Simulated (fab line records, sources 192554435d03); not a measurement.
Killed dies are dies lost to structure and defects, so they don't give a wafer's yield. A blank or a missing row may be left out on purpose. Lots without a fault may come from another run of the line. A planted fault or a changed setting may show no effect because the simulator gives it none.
fab line records | flow n5_finfet | part 1 of 2: steps 1 to 25 of 31
record lots=5 wafers=15 last_day=16
route steps=1938 shown MOL_CONTACT_COAG@551
lots that met no fault: from a run of the same line without faults
start_h: hours from the record's first day to the start of the lot's first wafer shown | wait_h: hours since the lot's step before | " the same as in the row above | L1.1+2: a row that stands for several wafers | - no value, or no start given | * or withheld: withheld | < > ~ a bound
route shown NAME@n: a module of which the file shows steps, and the number in the route of the first | usual: mean/standard deviation of fault-free wafers | same: alike in all rows | chamber/n: place in a boat | sites: the reading at each site | _std_site: their standard deviation | _edge_site: outer sites' mean less inner sites' | radius_mm: how far each site lies from the wafer's centre | mask NAME#n: copy n | behind: the tool/chamber that last shaped the wafer | hold: why the lot was held/for how many hours/how that ended | device: the transistor (n, p or np) that didn't switch | end of line: the same wafers' tests at the end of the route | a step without rows: its recipe alone | killed: dies lost to structure and defects at the first sort, not the wafer's yield | map: a wafer's dies, x killed, . not, _ none there
set.NAME: the setting as run; set.NAME@STEP: as run at that earlier step | model.NAME: the simulator's own value behind a step, which no gauge read
lots at some steps of the route; a table a step, a row a wafer
services: from which hour (start_h, from the record's first day; less than 0 if before it) a tool's chamber was out of use, for how many hours, and why
## steps
# step N5_MOL_CONTACT_COAG_SPUTTER_130
# recipe material=Co target_thk_a=475 temp_c=25 chamber_pressure_pa=0.5 power_w=3000
# usual chamber_pressure_pa=0.5000/0.001 throttle_valve_pct=29.6/0.71
# columns lot.wafer tool chamber start_h wait_h chamber_pressure_pa throttle_valve_pct
L079.1 pvd_sputter-01 - 125.06 0.0 0.5021 29.6
L079.2 " - " " 0.4998 29.4
L079.6 " - " " 0.5001 29.8
L082.1 pvd_sputter-01 - 144.15 0.0 0.4994 29.5
L082.4 " - " " 0.5000 29.6
L082.5 " - " " 0.5000 28.5
L086.2 pvd_sputter-02 - 170.80 0.0 0.4992 29.9
L086.5 " - " " 0.4991 28.5
L086.6 " - " " 0.4993 30.3
L089.1 pvd_sputter-02 - 187.63 0.0 0.5016 29.5
L089.3 " - " " 0.5001 28.6
L089.4 " - " " 0.4997 30.0
L094.1 pvd_sputter-03 - 211.44 0.0 0.4990 30.7
L094.3 " - " " 0.4986 29.4
L094.5 " - " " 0.5007 30.4
# step N5_MOL_CONTACT_COAG_PRECLEAN_125
# recipe chemistry=DIW time_s=57.5 temp_c=23
# columns lot.wafer tool chamber start_h wait_h
L079.1+2+6 wet_bench-02 4,6,3 125.19 0.1
L082.1+4+5 wet_bench-05 1,2,5 144.28 0.1
L086.2+5+6 wet_bench-02 3,2,4 170.93 0.1
L089.1+3+4 wet_bench-01 3,1,2 187.76 0.1
L094.1+3+5 wet_bench-01 3,1,7 211.57 0.1
# step N5_MOL_CONTACT_COAG_SRD_126
# recipe dry_time_s=32 dry=n2_spin spin_rpm=1500
# usual spin_rpm=1500.1/0.8
# columns lot.wafer tool chamber start_h wait_h spin_rpm
L079.1 wet_bench-02 4 125.22 0.0 1499.8
L079.2 " 6 " " 1500.4
L079.6 " 3 " " 1501.1
L082.1 wet_bench-05 1 144.30 0.0 1500.5
L082.4 " 2 " " 1501.1
L082.5 " 5 " " 1499.7
L086.2 wet_bench-02 3 170.95 0.0 1500.4
L086.5 " 2 " " 1500.9
L086.6 " 4 " " 1499.6
L089.1 wet_bench-01 3 187.78 0.0 1500.1
L089.3 " 1 " " 1499.9
L089.4 " 2 " " 1500.1
L094.1 wet_bench-01 3 211.59 0.0 1500.9
L094.3 " 1 " " 1500.0
L094.5 " 7 " " 1500.2
# step N5_MOL_CONTACT_COAG_CMP_23
# recipe stop_on=SiO2 t_overpolish_s=1.5 post_cmp_clean=cu_alkaline down_force_psi=2 platen_rpm=50.289 pad_velocity_m_s=1.0006 target_thk_nm=0
# usual motor_current_A=8.0/0.84 overpolish_run_s=1.499/0.009 slurry_flow_ml_min=150.1/0.45 time_to_endpoint_s=8.8/2.8
# columns lot.wafer tool chamber start_h wait_h motor_current_A overpolish_run_s slurry_flow_ml_min time_to_endpoint_s
L079.2 cmp-04 2 125.38 0.1 8.5 1.517 149.9 11.1
L079.1 " 3 " " 7.5 1.501 149.8 7.2
L079.6 " 1 " " 6.7 1.500 149.7 7.5
L082.1 cmp-03 1 144.37 0.1 7.3 1.501 149.7 9.6
L082.4 " 2 " " 8.3 1.509 150.3 3.1
L082.5 " 0 " " 7.7 1.491 149.7 8.6
L086.2 cmp-04 3 171.09 0.1 7.5 1.495 150.4 3.9
L086.6 " 0 " " 9.1 1.500 149.4 9.0
L086.5 " 1 " " 6.6 1.498 150.6 5.3
L089.3 cmp-04 1 187.81 0.0 7.0 1.500 150.3 5.3
L089.4 " 3 " " 7.4 1.496 149.9 6.1
L089.1 " 0 " " 9.0 1.507 149.2 9.8
L094.1 cmp-03 3 211.62 0.0 9.5 1.520 149.8 10.7
L094.3 " 1 " " 7.3 1.507 149.8 6.2
L094.5 " 3 " " 9.4 1.500 150.5 10.8
# step N5_MOL_CONTACT_COAG_WET_ETCH_26
# recipe target=Co target_depth_nm=13
# columns lot.wafer tool chamber start_h wait_h
L079.1+2+6 wet_bench-02 2,5,6 125.66 0.0
L082.1+4+5 wet_bench-01 4,5,0 144.68 0.0
L086.2+5+6 wet_bench-05 0,1,4 171.34 0.0
L089.1+3+4 wet_bench-02 5,2,1 188.16 0.0
L094.1+3+5 wet_bench-05 4,3,7 211.97 0.0
# step N5_MOL_CONTACT_COAG_WET_ETCH_116
# recipe chemistry=SC1-inhibited target_depth_nm=4.6 dry=ipa_marangoni rinse_time_s=30 rinse_temp_c=23
# columns lot.wafer tool chamber start_h wait_h
L079.1+2+6 wet_bench-02 2,5,6 125.96 0.0
L082.1+4+5 wet_bench-01 4,5,0 144.83 0.0
L086.2+5+6 wet_bench-05 0,1,4 171.49 0.0
L089.1+3+4 wet_bench-02 5,2,1 188.31 0.0
L094.1+3+5 wet_bench-05 4,3,7 212.12 0.0
# step N5_MOL_CONTACT_COAG_ALD_27
# recipe material=SiOC target_thk_a=170 temp_c=400 ald_precursor_family=carbosiloxane ald_co_reactant=H2-plasma pulse_time_s=1.5 time_s=2720 purge_time_s=2 co_reactant_purge_time_s=2 ald_cycles=340 pressure_torr=2
# usual chamber_pressure_Torr=2.001/0.0047 heater_power_w=833/75 precursor_pulse_height_rel=1.000/0.019
# same pulse_time_s=1.5
# columns lot.wafer tool chamber start_h wait_h chamber_pressure_Torr heater_power_w precursor_pulse_height_rel
L079.1 ald_sin-04 1 126.57 0.0 2.010 819 0.966
L079.2 " 2 " " 2.001 886 1.014
L079.6 " 1 " " 2.012 808 1.028
L082.1 ald_sin-03 0 145.16 0.0 1.999 843 1.021
L082.4 " 2 " " 1.999 808 0.999
L082.5 " 0 " " 2.001 855 0.988
L086.2 ald_sin-02 0 171.81 0.0 1.996 865 1.001
L086.5 " 1 " " 2.001 719 0.963
L086.6 " 0 " " 2.002 881 0.997
L089.1 ald_sin-04 2 189.52 0.9 2.003 882 0.998
L089.3 " 1 " " 2.005 837 0.982
L089.4 " 3 " " 2.000 804 1.011
L094.1 ald_sin-03 0 212.44 0.0 1.996 844 0.967
L094.3 " 2 " " 1.999 806 1.043
L094.5 " 1 " " 1.998 704 1.007
# step N5_MOL_CONTACT_COAG_CMP_28
# recipe stop_on=SiNx t_overpolish_s=0.85 post_cmp_clean=alkaline_brush down_force_psi=4.15 platen_rpm=51.8 pad_velocity_m_s=1.0307 target_thk_nm=14.522
# usual motor_current_A=12.2/1 slurry_flow_ml_min=150.0/0.51 time_to_endpoint_s=4.3/2.9
# columns lot.wafer tool chamber start_h wait_h motor_current_A slurry_flow_ml_min time_to_endpoint_s
L079.1 cmp-02 2 128.22 0.9 11.8 150.6 3.7
L079.2 " 3 " " 12.1 149.4 9.4
L079.6 " 1 " " 12.6 150.6 1.7
L082.1 cmp-02 0 146.94 1.0 11.0 150.7 1.4
L082.4 " 1 " " 12.8 150.9 0.0
L082.5 " 3 " " 11.3 150.1 8.0
L086.2 cmp-03 0 173.42 0.8 11.5 150.0 4.6
L086.6 " 3 " " 14.8 150.4 6.0
L086.5 " 0 " " 11.9 150.4 3.3
L089.1 cmp-04 3 191.13 0.8 11.1 150.1 2.8
L089.4 " 0 " " 13.7 149.7 5.9
L089.3 " 1 " " 10.7 150.6 3.4
L094.3 cmp-03 2 214.16 0.9 12.1 149.4 0.0
L094.1 " 3 " " 14.3 150.1 2.7
L094.5 " 2 " " 11.5 149.8 0.0
# step N5_MOL_CONTACT_COAG_THK_MEAS_29
# recipe reads=SiNx_of_GATE_CUT_PECVD_57+SiNx_of_GATE_CUT_SAC_CAP_01
# usual MD_CAP_THK=17.91/0.11
# columns lot.wafer tool chamber start_h wait_h MD_CAP_THK[nm]
L079.1 film_metro-02 - 128.43 - 17.84
L079.2 " - " " 17.86
L079.6 " - " " 17.75
L082.1 film_metro-02 - 147.20 - 17.94
L082.4 " - " " 17.85
L082.5 " - " " 17.89
L086.2 film_metro-02 - 173.67 - 17.94
L086.5 " - " " 17.82
L086.6 " - " " 17.88
L089.1 film_metro-02 - 191.38 - 18.03
L089.3 " - " " 18.03
L089.4 " - " " 18.24
L094.1 film_metro-02 - 214.45 - 18.04
L094.3 " - " " 18.11
L094.5 " - " " 17.79
# step N5_MOL_CONTACT_COAG_ALD_123
# recipe material=SiNx target_thk_a=50 temp_c=400 ald_precursor_family=SiH2I2 ald_co_reactant=N2/H2-plasma pulse_time_s=1 purge_time_s=2 co_reactant_purge_time_s=2 ald_cycles=100 pressure_torr=2
# usual chamber_pressure_Torr=2.000/0.005 heater_power_w=846/97 precursor_pulse_height_rel=1.001/0.019
# same pulse_time_s=1
# columns lot.wafer tool chamber start_h wait_h chamber_pressure_Torr heater_power_w precursor_pulse_height_rel
L079.1 ald_sin-03 2 128.47 0.0 1.996 798 0.967
L079.2 " 0 " " 1.998 847 0.998
L079.6 " 1 " " 1.997 736 1.006
L082.1 ald_sin-02 3 147.24 0.0 2.006 1093 1.003
L082.4 " 0 " " 1.998 896 0.954
L082.5 " 0 " " 1.996 864 0.998
L086.2 ald_sin-04 0 174.15 0.5 1.997 815 1.013
L086.5 " 3 " " 1.999 791 0.978
L086.6 " 0 " " 1.988 791 1.004
L089.1 ald_sin-02 1 191.58 0.2 2.004 716 1.006
L089.3 " 0 " " 2.011 884 1.003
L089.4 " 2 " " 2.003 853 1.014
L094.1 ald_sin-02 3 214.49 0.0 1.992 1151 0.979
L094.3 " 2 " " 1.988 895 1.007
L094.5 " 0 " " 2.007 888 1.008
# step N5_MOL_CONTACT_COAG_PECVD_31
# recipe material=SiO2 target_thk_a=460 temp_c=400 precursor=TEOS/O2 pressure_torr=6.5 rf_w=withheld teos_flow_sccm=withheld gas=O2 flow_sccm=2650 time_s=8.9
# usual chamber_pressure_Torr=6.501/0.016
# columns lot.wafer tool chamber start_h wait_h chamber_pressure_Torr
L079.1 pecvd-01 1 128.98 0.3 6.507
L079.2 " 0 " " 6.505
L079.6 " 0 " " 6.518
L082.1 pecvd-01 0 147.74 0.3 6.497
L082.4 " 0 " " 6.487
L082.5 " 2 " " 6.508
L086.2 pecvd-04 2 174.67 0.3 6.499
L086.5 " 1 " " 6.498
L086.6 " 0 " " 6.487
L089.1 pecvd-03 1 192.09 0.3 6.499
L089.3 " 0 " " 6.503
L089.4 " 0 " " 6.494
L094.1 pecvd-04 1 214.99 0.3 6.489
L094.3 " 0 " " 6.494
L094.5 " 0 " " 6.512
# step N5_MOL_CONTACT_COAG_COAT_75
# recipe resist=SOC temp_c=250 time_s=60 spin_rpm=1500 resist_thk_nm=60
# columns lot.wafer tool chamber start_h wait_h
L079.1+2+6 litho_track-02 0 129.03 0.0
L082.1+4+5 litho_track-01 0 147.80 0.0
L086.2+5+6 litho_track-02 0 174.73 0.0
L089.1+3+4 litho_track-04 0 192.15 0.0
L094.1+3+5 litho_track-02 0 215.05 0.0
# step N5_MOL_CONTACT_COAG_COAT_76
# recipe resist=SiARC temp_c=220 time_s=60 spin_rpm=1500 resist_thk_nm=10
# columns lot.wafer tool chamber start_h wait_h
L079.1+2+6 litho_track-02 0 - -
L082.1+4+5 litho_track-01 0 - -
L086.2+5+6 litho_track-02 0 - -
L089.1+3+4 litho_track-04 0 - -
L094.1+3+5 litho_track-02 0 - -
# step N5_MOL_CONTACT_COAG_COAT_77
# recipe resist=underlayer temp_c=205 time_s=60 spin_rpm=1500 resist_thk_nm=10
# columns lot.wafer tool chamber start_h wait_h
L079.1+2+6 litho_track-02 0 - -
L082.1+4+5 litho_track-01 0 - -
L086.2+5+6 litho_track-02 0 - -
L089.1+3+4 litho_track-04 0 - -
L094.1+3+5 litho_track-02 0 - -
# step N5_MOL_CONTACT_COAG_COAT_78
# recipe resist=CAR-EUV spin_rpm=1500 resist_thk_nm=40
# columns lot.wafer tool chamber start_h wait_h
L079.1+2+6 litho_track-02 0 - -
L082.1+4+5 litho_track-01 0 - -
L086.2+5+6 litho_track-02 0 - -
L089.1+3+4 litho_track-04 0 - -
L094.1+3+5 litho_track-02 0 - -
# step N5_MOL_CONTACT_COAG_EBR_80
# recipe solvent=PGMEA ebr_width_mm=1.5
# same ebr_width_mm=1.5
# columns lot.wafer tool chamber start_h wait_h
L079.1+2+6 litho_track-02 0 - -
L082.1+4+5 litho_track-01 0 - -
L086.2+5+6 litho_track-02 0 - -
L089.1+3+4 litho_track-04 0 - -
L094.1+3+5 litho_track-02 0 - -
# step N5_MOL_CONTACT_COAG_SOFTBAKE_79
# recipe temp_c=110 time_s=60 resist=CAR-EUV
# columns lot.wafer tool chamber start_h wait_h
L079.1+2+6 litho_track-02 0 - -
L082.1+4+5 litho_track-01 0 - -
L086.2+5+6 litho_track-02 0 - -
L089.1+3+4 litho_track-04 0 - -
L094.1+3+5 litho_track-02 0 - -
# step N5_MOL_CONTACT_COAG_EXPOSE_81
# recipe mask_id=VG na=0.33 source_shape=annular sigma_inner=0.3 sigma_outer=0.7 polarization=unpolarized defocus_nm=0 dose_mj=59.5
# columns lot.wafer tool chamber start_h wait_h mask
L079.1+2+6 euv_scanner-01 0 129.29 - VG#0
L082.1+4+5 euv_scanner-02 0 147.99 - VG#0
L086.2+5+6 euv_scanner-02 0 175.00 - VG#0
L089.1+3+4 euv_scanner-01 0 192.41 - VG#0
L094.1+3+5 euv_scanner-01 0 215.31 - VG#0
# step N5_MOL_CONTACT_COAG_PEB_82
# recipe peb_temp_c=100 peb_time_s=60 resist=CAR-EUV
# columns lot.wafer tool chamber start_h wait_h
L079.1+2+6 litho_track-04 0 129.37 0.1
L082.1+4+5 litho_track-01 0 148.06 0.1
L086.2+5+6 litho_track-04 0 175.07 0.1
L089.1+3+4 litho_track-04 0 192.49 0.1
L094.1+3+5 litho_track-04 0 215.39 0.1
# step N5_MOL_CONTACT_COAG_DEVELOP_83
# recipe develop_time_s=30 developer=TMAH resist=CAR-EUV rinse_liquid=surfactant_rinse dry=air_spin dev_temp_c=23
# columns lot.wafer tool chamber start_h wait_h
L079.1+2+6 litho_track-04 0 - -
L082.1+4+5 litho_track-01 0 - -
L086.2+5+6 litho_track-04 0 - -
L089.1+3+4 litho_track-04 0 - -
L094.1+3+5 litho_track-04 0 - -
# step N5_MOL_CONTACT_COAG_CD_MEAS_84
# recipe target_cd_nm=25.1 landing_energy_ev=500 detector=se_inlens polarity=opening
# usual cd_nm=25.13/0.27
# columns lot.wafer tool chamber start_h wait_h cd_nm
L079.1 cd_sem-01 0 129.44 - 24.62
L079.2 " 0 " " 24.67
L079.6 " 0 " " 24.51
L082.1 cd_sem-01 0 148.13 - 25.03
L082.4 " 0 " " 25.02
L082.5 " 0 " " 25.27
L086.2 cd_sem-01 0 175.14 - 25.11
L086.5 " 0 " " 24.80
L086.6 " 0 " " 25.07
L089.1 cd_sem-02 0 192.56 - 25.08
L089.3 " 0 " " 25.13
L089.4 " 0 " " 25.41
L094.1 cd_sem-03 0 215.45 - 25.15
L094.3 " 0 " " 25.36
L094.5 " 0 " " 25.36
# step N5_MOL_CONTACT_COAG_OVL_MEAS_85
# recipe points_per_wafer=522
# usual VG_OVL=-0.2/0.76
# columns lot.wafer tool chamber start_h wait_h VG_OVL[nm]
L079.1 overlay-01 0 129.47 0.0 -0.7
L079.2 " 0 " " -1.2
L079.6 " 0 " " -0.3
L082.1 overlay-02 0 148.16 0.0 0.5
L082.4 " 0 " " 0.2
L082.5 " 0 " " 1.2
L086.2 overlay-01 0 175.17 0.0 0.5
L086.5 " 0 " " 0.6
L086.6 " 0 " " -0.5
L089.1 overlay-01 0 192.59 0.0 -1.1
L089.3 " 0 " " -1.3
L089.4 " 0 " " -0.9
L094.1 overlay-01 0 215.48 0.0 -0.6
L094.3 " 0 " " -0.7
L094.5 " 0 " " -0.7
# step N5_MOL_CONTACT_COAG_INSPECT_57
# recipe mode=adi inspect_instrument=brightfield
# usual raw_defect_count=216/55
# columns lot.wafer tool chamber start_h wait_h raw_defect_count
L079.1 defect_inspect-02 - 129.53 0.1 199
L079.2 " - " " 172
L079.6 " - " " 186
L082.1 defect_inspect-01 - 148.22 0.1 184
L082.4 " - " " 217
L082.5 " - " " 209
L086.2 defect_inspect-02 - 175.22 0.0 189
L086.5 " - " " 167
L086.6 " - " " 174
L089.1 defect_inspect-02 - 192.64 0.1 150
L089.3 " - " " 247
L089.4 " - " " 232
L094.1 defect_inspect-01 - 215.54 0.1 209
L094.3 " - " " 224
L094.5 " - " " 196
# step N5_MOL_CONTACT_COAG_DESCUM_88
# recipe chemistry=O2 time_s=7 source_power_w=50 bias_power_w=20 pressure_mtorr=20 rf_frequency_hz=2.712e+07 temp_c=40 resist=CAR-EUV o2_flow_sccm=225
# usual bias_power_w=20.00/0.064 drypump_motor_current_A=5.64/0.29 oes_product_au=0.80/0.087 rf_fwd_power_W=49.46/0.21 rf_vpp_V=242.8/1.2 showerhead_plenum_p_Torr=2.06/0.057 throttle_valve_pct=20.38/0.22
# columns lot.wafer tool chamber start_h wait_h bias_power_w drypump_motor_current_A oes_product_au rf_fwd_power_W rf_hours_counter_h rf_vpp_V showerhead_plenum_p_Torr throttle_valve_pct
L079.1 rie_diel-06 3 129.66 0.1 19.95 5.93 0.70 49.68 203 241.3 1.99 20.65
L079.2 " 0 " " 19.89 6.06 0.88 49.67 19 242.4 2.04 20.13
L079.6 " 0 " " 19.99 6.02 0.88 49.52 - 243.4 2.04 20.14
L082.1 rie_diel-06 0 148.31 0.1 20.01 6.04 0.87 49.53 26 241.5 2.04 20.16
L082.4 " 2 " " 20.00 5.52 0.87 49.54 - 243.7 2.11 20.30
L082.5 " 1 " " 20.01 5.41 0.91 48.86 - 242.7 2.14 20.30
L086.2 rie_diel-02 2 175.85 0.6 19.96 5.68 0.71 49.41 213 243.2 2.05 20.56
L086.5 " 2 " " 19.86 5.69 0.70 49.37 - 243.9 2.05 20.56
L086.6 " 1 " " 20.07 5.18 0.75 49.44 - 241.3 2.01 20.92
L089.1 rie_diel-06 2 192.68 0.0 20.00 5.54 0.85 49.80 78 244.2 2.11 20.31
L089.3 " 3 " " 20.08 5.93 0.68 49.58 220 241.9 1.98 20.66
L089.4 " 0 " " 19.90 6.03 0.85 49.44 39 242.4 2.04 20.16
L094.1 rie_diel-03 3 215.81 0.3 20.07 5.92 0.73 49.61 180 243.0 2.04 20.11
L094.3 " 2 " " 20.03 5.72 0.88 49.39 61 245.1 2.11 20.20
L094.5 " 1 " " 19.99 5.24 0.78 49.29 - 241.7 2.04 20.52
# step N5_MOL_CONTACT_COAG_ETCH_89
# recipe chemistry=N2/H2 target=underlayer target_depth_a=130 mask_material=CAR-EUV time_s=10.4 ion_energy_ev=200 pressure_mtorr=30 source_w=840 bias_w=150 n2_flow_sccm=200 h2_flow_sccm=200 ends=cleared
# usual drypump_motor_current_A=5.65/0.29 etch_rf_on_time_s=10.5/0.38 oes_product_au=0.69/0.075 rf_fwd_power_W=819.0/2.3 rf_vpp_V=523.1/2.1 showerhead_plenum_p_Torr=2.52/0.073 throttle_valve_pct=17.85/0.28
# columns lot.wafer tool chamber start_h wait_h drypump_motor_current_A etch_rf_on_time_s oes_product_au rf_fwd_power_W rf_hours_counter_h rf_vpp_V showerhead_plenum_p_Torr throttle_valve_pct
L079.1 rie_diel-06 3 129.69 0.0 5.93 10.5 0.60 817.2 203 521.7 2.41 17.95
L079.2 " 0 " " 6.05 11.0 0.76 818.6 19 522.8 2.48 17.48
L079.6 " 0 " " 6.05 11.0 0.76 822.2 - 521.7 2.48 17.48
L082.1 rie_diel-06 0 148.34 0.0 6.04 10.9 0.75 820.5 26 523.0 2.48 17.49
L082.4 " 2 " " 5.52 9.9 0.75 821.7 - 525.1 2.60 18.03
L082.5 " 1 " " 5.43 10.0 0.79 814.9 - 526.0 2.60 17.69
L086.2 rie_diel-02 2 175.89 0.0 5.66 10.2 0.62 817.0 213 522.5 2.51 18.16
L086.5 " 2 " " 5.66 10.2 0.61 822.9 - 523.5 2.51 18.17
L086.6 " 1 " " 5.24 10.6 0.64 818.4 - 522.6 2.45 18.30
L089.1 rie_diel-06 2 192.71 0.0 5.52 9.8 0.74 820.0 78 524.0 2.59 18.06
L089.3 " 3 " " 5.93 10.6 0.59 818.6 220 519.2 2.40 17.95
L089.4 " 0 " " 6.11 11.1 0.72 816.3 39 523.1 2.47 17.50
L094.1 rie_diel-03 3 215.84 0.0 5.96 11.1 0.61 822.4 180 522.9 2.52 17.79
L094.3 " 2 " " 5.72 10.7 0.73 821.6 61 523.1 2.56 17.50
L094.5 " 1 " " 5.22 10.8 0.66 821.2 - 519.6 2.42 17.55
